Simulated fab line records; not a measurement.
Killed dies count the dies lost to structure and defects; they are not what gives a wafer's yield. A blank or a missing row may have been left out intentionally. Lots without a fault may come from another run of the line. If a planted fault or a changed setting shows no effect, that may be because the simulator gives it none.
Which of the tools did it? | flow n5 finfet | Sampling: 12 lots, 36 wafers, 3 of 1938 route steps

WHAT THE GAUGES READ, wafer by wafer
N5_BEOL_M1_RS_MEAS_58: measures by four-point-probe.
lot  | measured     | on            | M1_RS (ohm/sq)
L075 | day 6 20:38  | film metro-02 | 0.63 0.63 0.64
L077 | day 6 22:37  | film metro-02 | 0.74 0.66 0.68
L079 | day 7 11:53  | film metro-02 | 0.71 0.68 0.70
L080 | day 8 11:26  | film metro-01 | 0.72 0.75 0.67
L083 | day 8 22:50  | film metro-02 | 0.73 0.67 0.70
L085 | day 9 08:28  | film metro-01 | 0.69 0.73 0.65
L087 | day 10 04:46 | film metro-02 | 0.66 0.67 0.61
L088 | day 10 07:55 | film metro-02 | 0.68 0.66 0.66
L091 | day 11 03:16 | film metro-01 | 0.69 0.65 0.65
L095 | day 11 15:04 | film metro-01 | 0.76 0.75 0.70
L094 | day 11 20:58 | film metro-01 | 0.71 0.63 0.60
L097 | day 12 12:41 | film metro-02 | 0.70 0.65 0.69

EACH LOT AND THE TOOL THAT RAN IT (in order: tool; ch and the chambers of the sampled wafers; start)
lot  | N5_BEOL_M1_ANNEAL_82         | N5_BEOL_M1_DEP_57
L075 | pvd sputter-03, day 6 18:18  | pecvd-03 ch 0,1,2, day 6 20:34
L077 | pvd sputter-01, day 6 20:20  | pecvd-02 ch 0,1,2, day 6 22:33
L079 | pvd sputter-03, day 7 09:35  | pecvd-01 ch 0,2, day 7 11:49
L080 | pvd sputter-01, day 8 09:08  | pecvd-03 ch 0,1,2, day 8 11:22
L083 | pvd sputter-01, day 8 20:26  | pecvd-03 ch 0,1,2, day 8 22:46
L085 | pvd sputter-01, day 9 06:11  | pecvd-01 ch 0,2, day 9 08:24
L087 | pvd sputter-03, day 10 00:02 | pecvd-02 ch 0,1, day 10 04:41
L088 | pvd sputter-03, day 10 05:33 | pecvd-01 ch 0,1, day 10 07:49
L091 | pvd sputter-01, day 11 00:46 | pecvd-01 ch 0,1, day 11 03:13
L095 | pvd sputter-02, day 11 12:46 | pecvd-02 ch 1,2, day 11 14:59
L094 | pvd sputter-03, day 11 18:40 | pecvd-01 ch 1,2, day 11 20:53
L097 | pvd sputter-01, day 12 10:12 | pecvd-02 ch 1,2, day 12 12:37
- N5_BEOL_M1_ANNEAL_82: time 240 s.
- N5_BEOL_M1_DEP_57: deposits SiCN from 3MS/NH3, target thk 8 nm, time 14 s.

THE ANSWER, worked out from the rows above alone
Rule: the lots themselves supply what counts as usual. Put in order of their means at a reading, lots are off if they are a third of the lots or fewer, leave a main group of 4 or more, and stand apart from it by a gap of 3 or more times the standard deviation of the main group's means; of several such gaps the widest counts. A main group whose means are all the same, to the digits that the tables above print for the reading, isn't used. Also off: a lot with no number at a reading for which 4 or more lots have one. Any other lot the step has rows for is counted as sound.
None of the lots is off at any reading shown; this tells nothing.

WHAT THE SIMULATOR HAD INSERTED
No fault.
